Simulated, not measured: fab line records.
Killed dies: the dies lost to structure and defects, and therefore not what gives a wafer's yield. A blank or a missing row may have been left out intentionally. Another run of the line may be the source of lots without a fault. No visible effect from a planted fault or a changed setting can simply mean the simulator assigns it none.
fab line records	flow n5-finfet
[record] lots = 7	wafers = 39
route steps=1938 shown FIN_SAQP@96 SD_EPI_P@306 BEOL_M0_SAQP@673 BEOL_M1@800 BEOL_M5@1174 BEOL_M8@1374 BEOL_M11@1579
start-h: the number of hours between the record's first day and the start of the first shown wafer of the lot	wait-h: hours from the lot's prior step to this one	" identical to the entry in the row above	L1.1+2: one row covering several wafers at once	- no value, or no start was given	* or withheld: withheld	< > ~ a bound
route shown NAME@n: NAME is a module with steps in the file, n the number in the route of the first one	usual: mean/standard deviation taken from wafers without a fault	same: alike in all rows	chamber/n: place in a boat	sites: per-site readings	_std_site: the values' standard deviation	_edge_site: mean of outer sites minus mean of inner sites	radius-mm: for every site, how far away it sits from the centre of the wafer	mask NAME#n: copy n	behind: the last tool/chamber to shape the wafer	hold: cause of the lot's hold/its duration in hours/its outcome	device: the transistor (n, p or np) that didn't switch	end of line: tests of these same wafers at the route's end	for a step that has no rows: nothing shown but its recipe	killed: dies that structure and defects cost at the first sort, which is not the same as the wafer's yield	map: a wafer's dies, x killed, . not, _ none there
set.NAME: setting as actually run; set.NAME@STEP: the setting as run at that earlier step	model.NAME: the simulator's own value behind a step, which no gauge read
one table per step and one row per wafer, for lots whose settings were changed on purpose
[[steps]]
[step N5_FIN_SAQP_HM_DEP_03]
[recipe] material = SiNx	target-thk-a = 380	temp-c = 400	precursor = SiH4/NH3/N2	pressure-torr = 1.5	rf-w = 300	time-s = 33.6
lot.wafer	tool	chamber	start-h	wait-h	set.time-s	model.SiNx_of_FIN_SAQP_HM_DEP_03.thk-nm
L076.1	pecvd-04	2	33.07	0.2	33.6	38.09
L076.2	"	1	"	"	33.6	38.13
L076.3	"	0	"	"	33.6	38.29
L076.4	"	0	"	"	13.61	16.91
L076.5	"	1	"	"	13.61	15.95
L076.6	"	2	"	"	13.61	15.91
L078.1	pecvd-04	0	45.30	0.2	33.6	38.28
L078.2	"	2	"	"	18.02	20.16
L078.3	"	1	"	"	33.6	38.03
L078.4	"	1	"	"	18.02	20.53
L078.5	"	0	"	"	33.6	38.55
L078.6	"	2	"	"	18.02	20.39
L086.3	pecvd-02	2	93.30	0.1	33.6	37.88
L086.4	"	2	"	"	33.6	39.14
L086.5	"	0	"	"	33.6	39.03
L090.1	pecvd-04	1	117.55	0.2	33.6	37.37
L090.2	"	0	"	"	33.6	37.69
L090.3	"	2	"	"	19.07	20.74
L090.4	"	1	"	"	33.6	38.53
L090.5	"	2	"	"	19.07	21.42
L090.6	"	0	"	"	19.07	21.67
L093.1	pecvd-04	0	135.04	0.2	33.6	37.16
L093.2	"	2	"	"	26.21	28.93
L093.3	"	1	"	"	26.21	28.98
L093.4	"	0	"	"	33.6	37.97
L093.5	"	2	"	"	26.21	29.37
L093.6	"	1	"	"	33.6	38.55
L095.1	pecvd-02	0	147.30	0.2	47.33	53.35
L095.2	"	2	"	"	33.6	37.46
L095.3	"	1	"	"	33.6	37.38
L095.4	"	2	"	"	33.6	38.49
L095.5	"	1	"	"	47.33	53.76
L095.6	"	0	"	"	47.33	53.6
L097.1	pecvd-02	1	161.57	0.2	52.51	58.88
L097.2	"	0	"	"	52.51	58.66
L097.3	"	1	"	"	33.6	38.08
L097.4	"	0	"	"	33.6	37.66
L097.5	"	1	"	"	33.6	38.03
L097.6	"	0	"	"	52.51	59.32
[step N5_FIN_SAQP_THK_MEAS_05]
[usual] thk-nm = 37.9/0.57
lot.wafer	tool	chamber	start-h	wait-h	set.time-s@FIN_SAQP_HM_DEP_03	thk-nm
L076.1	film-metro-02	-	33.16	0.1	33.6	38.1
L076.2	"	-	"	"	33.6	38.1
L076.3	"	-	"	"	33.6	38.3
L076.4	"	-	"	"	13.61	16.9
L076.5	"	-	"	"	13.61	16.0
L076.6	"	-	"	"	13.61	16.0
L078.1	film-metro-01	-	45.38	0.1	33.6	38.3
L078.2	"	-	"	"	18.02	20.1
L078.3	"	-	"	"	33.6	38.0
L078.4	"	-	"	"	18.02	20.5
L078.5	"	-	"	"	33.6	38.6
L078.6	"	-	"	"	18.02	20.4
L086.3	film-metro-01	-	93.39	0.1	33.6	37.9
L086.4	"	-	"	"	33.6	39.2
L086.5	"	-	"	"	33.6	39.1
L090.1	film-metro-02	-	117.64	0.1	33.6	37.4
L090.2	"	-	"	"	33.6	37.6
L090.3	"	-	"	"	19.07	20.8
L090.4	"	-	"	"	33.6	38.6
L090.5	"	-	"	"	19.07	21.4
L090.6	"	-	"	"	19.07	21.7
L093.1	film-metro-01	-	135.13	0.1	33.6	37.2
L093.2	"	-	"	"	26.21	28.9
L093.3	"	-	"	"	26.21	29.0
L093.4	"	-	"	"	33.6	38.0
L093.5	"	-	"	"	26.21	29.4
L093.6	"	-	"	"	33.6	38.6
L095.1	film-metro-02	-	147.39	0.1	47.33	53.3
L095.2	"	-	"	"	33.6	37.4
L095.3	"	-	"	"	33.6	37.4
L095.4	"	-	"	"	33.6	38.5
L095.5	"	-	"	"	47.33	53.8
L095.6	"	-	"	"	47.33	53.6
L097.1	film-metro-02	-	161.68	0.1	52.51	58.9
L097.2	"	-	"	"	52.51	58.7
L097.3	"	-	"	"	33.6	38.1
L097.4	"	-	"	"	33.6	37.7
L097.5	"	-	"	"	33.6	38.0
L097.6	"	-	"	"	52.51	59.3
[step N5_FIN_SAQP_PECVD_47]
[recipe] material = a-Si	target-thk-a = 450	temp-c = 400	precursor = SiH4/He	pressure-torr = 3	rf-w = 100	time-s = 36.3
[step N5_FIN_SAQP_PECVD_48]
[recipe] material = SiNx	target-thk-a = 250	temp-c = 400	precursor = SiH4/NH3/N2	pressure-torr = 1.5	rf-w = 300	time-s = 22.1
[step N5_FIN_SAQP_MANDREL2_REMOVE_60]
[recipe] chemistry = HBr/Cl2/O2	bt-time-s = 10	target = a-Si	stop-on = SiNx	endpoint = OES-SiCl	over-etch-frac = 1	icp-w = 600	bias-w = 22	HBr_flow_sccm = 150	Cl2_flow_sccm = 80	O2_flow_sccm = 5	pressure-mtorr = 10
[step N5_FIN_SAQP_HM_OPEN_33]
[recipe] chemistry = CH3F/O2	target = SiNx	mask-material = SiO2	target-depth-a = 494	time-s = 70.6	pressure-mtorr = 30	source-w = 395	bias-w = 73	Ar_flow_sccm = 150	CH3F_flow_sccm = 30	O2_flow_sccm = 20	ion-energy-ev = 120	ends = cleared
[usual] etch-rf-on-time-s = 69.2/1.6
lot.wafer	tool	chamber	start-h	wait-h	set.time-s@FIN_SAQP_HM_DEP_03	etch-rf-on-time-s	model.etch.depth-nm
L076.1	rie-diel-04	1	37.51	0.0	33.6	70.7	37.46
L076.2	"	3	"	"	33.6	70.8	37.5
L076.3	"	2	"	"	33.6	68.2	37.67
L076.4	"	2	"	"	13.61	29.7	16.28
L076.5	"	3	"	"	13.61	28.8	15.33
L076.6	"	1	"	"	13.61	28.8	15.28
L078.1	rie-diel-04	0	49.76	0.0	33.6	69.4	37.65
L078.2	"	1	"	"	18.02	36.0	19.53
L078.3	"	3	"	"	33.6	70.4	37.4
L078.4	"	0	"	"	18.02	36.7	19.9
L078.5	"	1	"	"	33.6	69.3	37.92
L078.6	"	3	"	"	18.02	37.2	19.76
L086.3	rie-diel-02	1	99.04	0.0	33.6	68.6	37.25
L086.4	"	2	"	"	33.6	69.6	38.42
L086.5	"	0	"	"	33.6	74.1	38.23
L090.1	rie-diel-02	2	123.16	0.0	33.6	67.7	36.74
L090.2	"	3	"	"	33.6	68.9	37.06
L090.3	"	3	"	"	19.07	37.6	20.11
L090.4	"	2	"	"	33.6	69.4	37.9
L090.5	"	2	"	"	19.07	38.0	20.79
L090.6	"	3	"	"	19.07	39.0	21.04
L093.1	rie-diel-03	3	139.53	0.0	33.6	68.0	36.53
L093.2	"	2	"	"	26.21	51.1	28.3
L093.3	"	1	"	"	26.21	51.9	28.35
L093.4	"	1	"	"	33.6	68.7	37.35
L093.5	"	3	"	"	26.21	53.8	28.74
L093.6	"	2	"	"	33.6	68.9	37.92
L095.1	rie-diel-02	3	153.66	0.1	47.33	97.5	52.57
L095.2	"	2	"	"	33.6	66.5	36.74
L095.3	"	1	"	"	33.6	67.9	36.58
L095.4	"	3	"	"	33.6	70.3	37.86
L095.5	"	2	"	"	47.33	96.8	53.14
L095.6	"	1	"	"	47.33	97.0	52.82
L097.1	rie-diel-02	2	166.15	0.0	52.51	105.2	58.25
L097.2	"	0	"	"	52.51	107.7	58.03
L097.3	"	1	"	"	33.6	69.0	37.45
L097.4	"	0	"	"	33.6	68.4	37.03
L097.5	"	1	"	"	33.6	68.7	37.4
L097.6	"	2	"	"	52.51	107.4	58.69
[step N5_SD_EPI_P_DESCUM_14]
[recipe] chemistry = O2	time-s = 7.9	source-power-w = 50	bias-power-w = 20	pressure-mtorr = 20	rf-frequency-hz = 2.712e+07	temp-c = 40	resist = CAR-ArF-block	o2-flow-sccm = 225
lot.wafer	tool	chamber	start-h	wait-h	set.time-s	model.CAR-ArF-block_of_SD_EPI_P_COAT_03.thk-nm
L076.1	rie-diel-05	0	68.00	0.0	7.9	144.4
L076.2+4+5	"	1,2,1	"	"	7.9	143.8
L076.3	"	3	"	"	7.9	143.6
L076.6	"	0	"	"	7.9	144.2
L078.1+4	rie-diel-06	1,2	76.71	0.6	7.9	143.4
L078.2	"	0	"	"	6.299	144.8
L078.3	"	3	"	"	6.299	145
L078.5	"	1	"	"	6.299	144.4
L078.6	"	0	"	"	7.9	143.6
L086.3+5	rie-diel-05	2	131.49	0.0	7.9	143.8
L086.4	"	1	"	"	7.9	144.2
L090.1	rie-diel-01	1	154.02	0.0	9.959	141.6
L090.2	"	0	"	"	7.9	143.4
L090.3	"	3	"	"	7.9	143
L090.4	"	2	"	"	7.9	143.2
L090.5	"	1	"	"	9.959	142
L090.6	"	0	"	"	9.959	142.4
L093.1	rie-diel-01	2	166.51	0.3	3.782	146
L093.2+6	"	0	"	"	3.782	146.2
L093.3+4	"	1,3	"	"	7.9	143.6
L093.5	"	3	"	"	7.9	143.4
L095.1	rie-diel-06	2	182.08	0.0	7.9	143.8
L095.2+5	"	0,2	"	"	12.4	140.8
L095.3	"	3	"	"	12.4	141.4
L095.4+6	"	1,3	"	"	7.9	143.4
L097.1+6	rie-diel-01	0,1	197.11	1.1	7.9	143.8
L097.2+3	"	3,1	"	"	9.565	142.8
L097.4	"	2	"	"	9.565	142
L097.5	"	0	"	"	7.9	144.2
[step N5_BEOL_M0_SAQP_ETCH_107]
[recipe] chemistry = CH3F/O2	target = SiNx	target-depth-a = 300	mask-material = SOC	pressure-mtorr = 30	source-w = 395	bias-w = 73	Ar_flow_sccm = 150	CH3F_flow_sccm = 30	O2_flow_sccm = 20	ion-energy-ev = 120
lot.wafer	tool	chamber	start-h	wait-h	set.target-depth-a	model.BEOL_M0_SAQP.feature-depth-nm
L076.1	rie-diel-01	2	124.51	0.0	230.3	22.4
L076.2+4	"	1,3	"	"	300	29.6
L076.3	"	0	"	"	300	29.8
L076.5	"	1	"	"	230.3	22.8
L076.6	"	0	"	"	230.3	23
L078.1	rie-diel-05	0	131.12	0.0	300	30
L078.2	"	2	"	"	300	30.4
L078.3	"	3	"	"	428.5	43.2
L078.4	"	1	"	"	300	29.4
L078.5+6	"	3,2	"	"	428.5	43
L086.3	rie-diel-01	1	194.13	0.0	300	29.8
L086.4	"	0	"	"	300	29.4
L086.5	"	2	"	"	300	29.2
L090.1	rie-diel-01	3	209.47	0.0	477.6	50
L090.2	"	1	"	"	300	29.8
L090.3	"	2	"	"	300	29.2
L090.4	"	0	"	"	477.6	47.6
L090.5	"	2	"	"	300	29.4
L090.6	"	3	"	"	477.6	50.2
L093.1	rie-diel-01	1	222.72	0.0	300	29.8
L093.2	"	0	"	"	300	30.2
L093.3	"	2	"	"	300	29.2
L093.4	"	3	"	"	300	31.2
L093.5	"	3	"	"	300	31.4
L093.6	"	2	"	"	300	29.4
L095.1	rie-diel-01	0	239.51	0.0	300	30
L095.2	"	2	"	"	300	29.2
L095.3	"	3	"	"	300	31.2
L095.4+5	"	1	"	"	300	29.8
L095.6	"	2	"	"	300	29.4
L097.1+5	rie-diel-05	1	254.73	0.0	300	30.2
L097.2+6	"	0	"	"	300	29.6
L097.3+4	"	2	"	"	300	29.4
[step N5_BEOL_M1_TRENCH_ETCH_37]
[recipe] chemistry = C4F6/O2	target-depth-a = 552.07	target = SiOC	time-s = 29	ion-energy-ev = 250	pressure-mtorr = 30	source-w = 355	bias-w = 185	Ar_flow_sccm = 300	C4F6_flow_sccm = 10	O2_flow_sccm = 10
lot.wafer	tool	chamber	start-h	wait-h	set.target-depth-a	model.BEOL_M1.feature-depth-nm	model.etch.depth-nm	model.TiN_of_BEOL_M1_HM_DEP_02.thk-nm
L076.1	rie-diel-01	3	-	-	552.07	54.8	54.83	17.8
L076.2	"	0	"	"	552.07	55.2	55.16	18
L076.3	"	2	"	"	552.07	53.6	53.57	17.8
L076.4	"	1	"	"	552.07	54.6	54.65	17.6
L076.5	"	0	"	"	552.07	55	54.99	17.8
L076.6	"	1	"	"	552.07	54.4	54.47	17.6
L078.1	rie-diel-01	1	-	-	552.07	55.4	55.46	17.6
L078.2	"	3	"	"	771.6	76.8	76.78	17.2
L078.3	"	2	"	"	552.07	54	54.02	18
L078.4	"	0	"	"	771.6	77.6	77.6	17
L078.5	"	3	"	"	771.6	77.4	77.4	17.4
L078.6	"	2	"	"	552.07	54	53.96	17.8
L086.3	rie-diel-01	0	-	-	552.07	55	55.03	17.6
L086.4	"	1	"	"	552.07	54.8	54.85	17.6
L086.5	"	2	"	"	552.07	53.8	53.7	17.6
L090.1	rie-diel-06	2	-	-	552.07	54	54.06	17.4
L090.2	"	1	"	"	552.07	56	56.01	18.2
L090.3	"	1	"	"	552.07	56.4	56.3	18
L090.4	"	2	"	"	552.07	54.6	54.52	17.6
L090.5	"	1	"	"	552.07	56.2	56.13	18
L090.6	"	2	"	"	552.07	54	54.04	18.2
L093.1	rie-diel-06	1	-	-	552.07	56	56.01	17.4
L093.2	"	0	"	"	552.07	56.2	56.18	17.4
L093.3	"	3	"	"	231.8	23	23.03	18.8
L093.4	"	0	"	"	552.07	56.4	56.3	17.2
L093.5	"	3	"	"	231.8	23	23.08	18.8
L093.6	"	1	"	"	231.8	23.6	23.6	18.8
L095.1	rie-diel-06	2	-	-	552.07	56.8	56.73	17.6
L095.2	"	0	"	"	552.07	56.4	56.37	17
L095.3	"	1	"	"	552.07	56	56.05	17.8
L095.4	"	3	"	"	552.07	55.4	55.33	17.2
L095.5	"	1	"	"	552.07	56.2	56.13	17
L095.6	"	2	"	"	552.07	57.2	57.21	17.4
L097.1	rie-diel-06	1	-	-	318.2	32	32.06	18.4
L097.2	"	3	"	"	318.2	31.4	31.38	18.8
L097.3	"	0	"	"	552.07	56.4	56.36	17.4
L097.4	"	2	"	"	552.07	57.2	57.17	17.8
L097.5	"	0	"	"	318.2	32.4	32.38	18.4
L097.6	"	1	"	"	552.07	55.8	55.86	17.8
[step N5_BEOL_M1_ETCH_41]
[recipe] chemistry = CH3F/O2	target = SiCN	target-depth-a = 319	taper-deg = 2	time-s = 57.8	ion-energy-ev = 120	mask-material = TiN	pressure-mtorr = 30	source-w = 395	bias-w = 75	Ar_flow_sccm = 150	CH3F_flow_sccm = 30	O2_flow_sccm = 20
[step N5_BEOL_M1_STRIP_97]
[recipe] chemistry = N2/H2	time-s = 10	power-w = 450	temp-c = 40	pressure-mtorr = 20	rf-frequency-hz = 6e+07	bias-power-w = 7	n2-flow-sccm = 200	h2-flow-sccm = 200
[step N5_BEOL_M1_OCD_MEAS_38]
[usual] trench-depth-nm = 55.1/0.98
lot.wafer	tool	chamber	start-h	wait-h	set.target-depth-a@BEOL_M1_TRENCH_ETCH_37	trench-depth-nm
L076.1	ocd-02	-	137.50	-	552.07	55.5
L076.2	"	-	"	"	552.07	55.3
L076.3	"	-	"	"	552.07	54.1
L076.4	"	-	"	"	552.07	54.6
L076.5	"	-	"	"	552.07	54.6
L076.6	"	-	"	"	552.07	55.1
L078.1	ocd-02	-	145.32	-	552.07	55.2
L078.2	"	-	"	"	771.6	76.7
L078.3	"	-	"	"	552.07	54.7
L078.4	"	-	"	"	771.6	77.4
L078.5	"	-	"	"	771.6	77.7
L078.6	"	-	"	"	552.07	53.8
L086.3	ocd-01	-	214.17	-	552.07	55.6
L086.4	"	-	"	"	552.07	54.9
L086.5	"	-	"	"	552.07	54.3
L090.1	ocd-02	-	222.76	-	552.07	54.2
L090.2	"	-	"	"	552.07	56.2
L090.3	"	-	"	"	552.07	56.0
L090.4	"	-	"	"	552.07	54.7
L090.5	"	-	"	"	552.07	55.7
L090.6	"	-	"	"	552.07	54.2
L093.1	ocd-01	-	240.23	-	552.07	56.1
L093.2	"	-	"	"	552.07	56.0
L093.3	"	-	"	"	231.8	22.9
L093.4	"	-	"	"	552.07	56.5
L093.5	"	-	"	"	231.8	23.3
L093.6	"	-	"	"	231.8	23.9
L095.1	ocd-01	-	256.84	-	552.07	56.4
L095.2	"	-	"	"	552.07	56.6
L095.3	"	-	"	"	552.07	55.7
L095.4	"	-	"	"	552.07	55.5
L095.5	"	-	"	"	552.07	55.8
L095.6	"	-	"	"	552.07	56.5
L097.1	ocd-02	-	270.76	-	318.2	32.4
L097.2	"	-	"	"	318.2	31.2
L097.3	"	-	"	"	552.07	56.6
L097.4	"	-	"	"	552.07	57.8
L097.5	"	-	"	"	318.2	32.7
L097.6	"	-	"	"	552.07	56.5
[step N5_BEOL_M5_CVD_47]
[recipe] material = Co	target-thk-a = 30	temp-c = withheld	precursor = CCTBA/H2	pressure-torr = 30	time-s = 216
lot.wafer	tool	chamber	start-h	wait-h	set.target-thk-a	model.Co_of_BEOL_M5_CVD_47.thk-nm
L076.1+4	cvd-co-02	2	181.01	0.0	30	3.2
L076.2	"	1	"	"	30	3
L076.3+5	"	0	"	"	38.72	4
L076.6	"	1	"	"	38.72	3.8
L078.1+4	cvd-co-01	2,0	200.66	0.3	46.36	4.6
L078.2	"	0	"	"	30	3.2
L078.3+5	"	1,2	"	"	30	3
L078.6	"	1	"	"	46.36	4.8
L086.3+4+5	cvd-co-02	0,2,1	272.04	0.1	30	3
L090.1+4+5	cvd-co-01	0,2,1	277.76	0.1	30	3.2
L090.2+3+6	"	1,2,0	"	"	30	3
L093.1	cvd-co-01	2	300.79	0.0	36.62	3.6
L093.2+4+5	"	1,1,0	"	"	30	3
L093.3+6	"	0,2	"	"	36.62	3.8
L095.1+4+5	cvd-co-02	1,1,0	311.18	0.2	30	3
L095.2+3+6	"	2,0,2	"	"	45.73	4.6
L097.1+3	cvd-co-01	2,0	336.09	0.3	30	2.8
L097.2+4+6	"	1,1,0	"	"	13.23	1.2
L097.5	"	2	"	"	30	3
[step N5_BEOL_M8_VIA_ETCH_34]
[recipe] chemistry = C4F6/O2	target = SiCOH_lowk	target-depth-a = 1255	mask-material = SOC	taper-deg = 4	time-s = 50.5	ion-energy-ev = 250	pressure-mtorr = 30	source-w = 345	bias-w = 185	Ar_flow_sccm = 300	C4F6_flow_sccm = 10	O2_flow_sccm = 10
lot.wafer	tool	chamber	start-h	wait-h	set.target-depth-a	model.etch.depth-nm	model.SOC_of_BEOL_M8_COAT_63.thk-nm
L076.1	rie-diel-02	3	207.86	0.0	769.4	78.55	56.6
L076.2	"	1	"	"	769.4	77.28	56.2
L076.3	"	0	"	"	769.4	76.28	56.2
L076.4	"	2	"	"	1255	125.4	54.2
L076.5	"	2	"	"	1255	126	54.2
L076.6	"	1	"	"	1255	123.8	54
L078.1	rie-diel-02	1	234.78	0.0	1052	103.4	55
L078.2	"	0	"	"	1052	103.9	54.8
L078.3	"	2	"	"	1255	126.6	54
L078.4	"	3	"	"	1255	128.4	53.8
L078.5	"	2	"	"	1052	106.9	55.2
L078.6	"	3	"	"	1255	128.8	53.8
L086.3	rie-diel-03	1	298.83	0.0	1255	128.8	54
L086.4	"	0	"	"	1255	125.5	54.2
L086.5	"	2	"	"	1255	126.9	54.2
L090.1	rie-diel-04	1	307.69	0.0	1255	124.4	54.2
L090.2	"	3	"	"	1255	124.9	54.2
L090.3	"	0	"	"	1255	126.9	54
L090.4	"	2	"	"	1255	130.1	54.2
L090.5	"	0	"	"	1255	127.8	53.8
L090.6	"	3	"	"	1255	126.8	54.4
L093.1	rie-diel-04	2	330.78	0.0	1255	128.1	53.8
L093.2	"	3	"	"	1624	160.3	52.4
L093.3	"	0	"	"	1255	125.6	53.8
L093.4	"	1	"	"	1255	123.4	53.8
L093.5	"	2	"	"	1624	166.3	52.2
L093.6	"	1	"	"	1624	159.5	52
L095.1	rie-diel-04	3	338.20	0.0	1797	177.9	51.2
L095.2	"	2	"	"	1797	182.6	51
L095.3	"	1	"	"	1255	124.5	53.8
L095.4	"	0	"	"	1255	125.8	53.4
L095.5	"	2	"	"	1255	128.7	53.4
L095.6	"	1	"	"	1797	178.3	51
L097.1	rie-diel-04	2	364.60	0.0	1667	168	52.4
L097.2	"	3	"	"	1255	124.7	54.2
L097.3	"	1	"	"	1255	123.2	54
L097.4	"	0	"	"	1255	124.7	54
L097.5	"	3	"	"	1667	164.4	52.6
L097.6	"	2	"	"	1667	167.3	52.2
[step N5_BEOL_M11_ETCH_41]
[recipe] chemistry = CH3F/O2	target = SiCN	target-depth-a = 426	taper-deg = 2	time-s = 86	ion-energy-ev = 120	mask-material = TiN	pressure-mtorr = 30	source-w = 395	bias-w = 75	Ar_flow_sccm = 150	CH3F_flow_sccm = 30	O2_flow_sccm = 20
lot.wafer	tool	chamber	start-h	wait-h	set.time-s	model.etch.depth-nm
L076.1	rie-diel-05	1	-	-	134.7	51.25
L076.2	"	2	"	"	86	31.6
L076.3	"	0	"	"	134.7	49.84
L076.4	"	3	"	"	86	31.84
L076.5	"	3	"	"	86	32.09
L076.6	"	2	"	"	134.7	49.43
L078.1	rie-diel-06	0	-	-	106.8	40.91
L078.2	"	3	"	"	86	32.21
L078.3	"	2	"	"	106.8	41.24
L078.4	"	1	"	"	86	32.79
L078.5	"	1	"	"	106.8	40.85
L078.6	"	2	"	"	86	33.27
L086.3	rie-diel-01	0	-	-	86	32.49
L086.4	"	2	"	"	86	31.03
L086.5	"	2	"	"	86	31.2
L090.1	rie-diel-01	3	-	-	47.95	18.6
L090.2	"	2	"	"	86	31.65
L090.3	"	1	"	"	47.95	18.11
L090.4	"	1	"	"	86	32.69
L090.5	"	2	"	"	86	31.42
L090.6	"	3	"	"	47.95	18.47
L093.1	rie-diel-01	3	-	-	86	33.26
L093.2	"	0	"	"	86	33.19
L093.3	"	2	"	"	37.85	13.78
L093.4	"	0	"	"	37.85	14.57
L093.5	"	3	"	"	86	33.47
L093.6	"	2	"	"	37.85	13.81
L095.1	rie-diel-01	3	-	-	71.13	27.62
L095.2	"	2	"	"	86	31.36
L095.3	"	1	"	"	71.13	27.18
L095.4	"	0	"	"	86	33.26
L095.5	"	3	"	"	86	33.36
L095.6	"	2	"	"	71.13	26
L097.1	rie-diel-06	3	-	-	86	31.97
L097.2	"	2	"	"	86	33.82
L097.3	"	0	"	"	86	33.11
L097.4	"	1	"	"	86	33.32
L097.5	"	1	"	"	86	33.14
L097.6	"	0	"	"	86	32.71
[[key]]
[split] step = N5_FIN_SAQP_HM_DEP_03	setting = time-s	stated = 33.6	by = wafer
[response] step = N5_FIN_SAQP_HM_DEP_03	reading = model.SiNx_of_FIN_SAQP_HM_DEP_03.thk-nm	change = +0.378	per = 1%	r = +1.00
[response] step = N5_FIN_SAQP_THK_MEAS_05	reading = thk-nm	change = *	per = 1%	r = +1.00
[response] step = N5_FIN_SAQP_HM_OPEN_33	reading = etch-rf-on-time-s	change = *	per = 1%	r = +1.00
[response] step = N5_FIN_SAQP_HM_OPEN_33	reading = model.etch.depth-nm	change = +0.378	per = 1%	r = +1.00
[split] step = N5_SD_EPI_P_DESCUM_14	setting = time-s	stated = 7.9	by = wafer
[response] step = N5_SD_EPI_P_DESCUM_14	reading = model.CAR-ArF-block_of_SD_EPI_P_COAT_03.thk-nm	change = -0.0489	per = 1%	r = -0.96
[split] step = N5_BEOL_M0_SAQP_ETCH_107	setting = target-depth-a	stated = 300	by = wafer
[response] step = N5_BEOL_M0_SAQP_ETCH_107	reading = model.BEOL_M0_SAQP.feature-depth-nm	change = +0.322	per = 1%	r = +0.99
[split] step = N5_BEOL_M1_TRENCH_ETCH_37	setting = target-depth-a	stated = 552.07	by = wafer
[response] step = N5_BEOL_M1_TRENCH_ETCH_37	reading = model.BEOL_M1.feature-depth-nm	change = +0.573	per = 1%	r = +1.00
[response] step = N5_BEOL_M1_TRENCH_ETCH_37	reading = model.etch.depth-nm	change = +0.572	per = 1%	r = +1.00
[response] step = N5_BEOL_M1_TRENCH_ETCH_37	reading = model.TiN_of_BEOL_M1_HM_DEP_02.thk-nm	change = -0.0216	per = 1%	r = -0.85
[response] step = N5_BEOL_M1_OCD_MEAS_38	reading = trench-depth-nm	change = +0.573	per = 1%	r = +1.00
[split] step = N5_BEOL_M5_CVD_47	setting = target-thk-a	stated = 30	by = wafer
[response] step = N5_BEOL_M5_CVD_47	reading = model.Co_of_BEOL_M5_CVD_47.thk-nm	change = +0.0298	per = 1%	r = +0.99
[split] step = N5_BEOL_M8_VIA_ETCH_34	setting = target-depth-a	stated = 1255	by = wafer
[response] step = N5_BEOL_M8_VIA_ETCH_34	reading = model.etch.depth-nm	change = +1.25	per = 1%	r = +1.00
[response] step = N5_BEOL_M8_VIA_ETCH_34	reading = model.SOC_of_BEOL_M8_COAT_63.thk-nm	change = -0.056	per = 1%	r = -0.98
[split] step = N5_BEOL_M11_ETCH_41	setting = time-s	stated = 86	by = wafer
[response] step = N5_BEOL_M11_ETCH_41	reading = model.etch.depth-nm	change = +0.328	per = 1%	r = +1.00
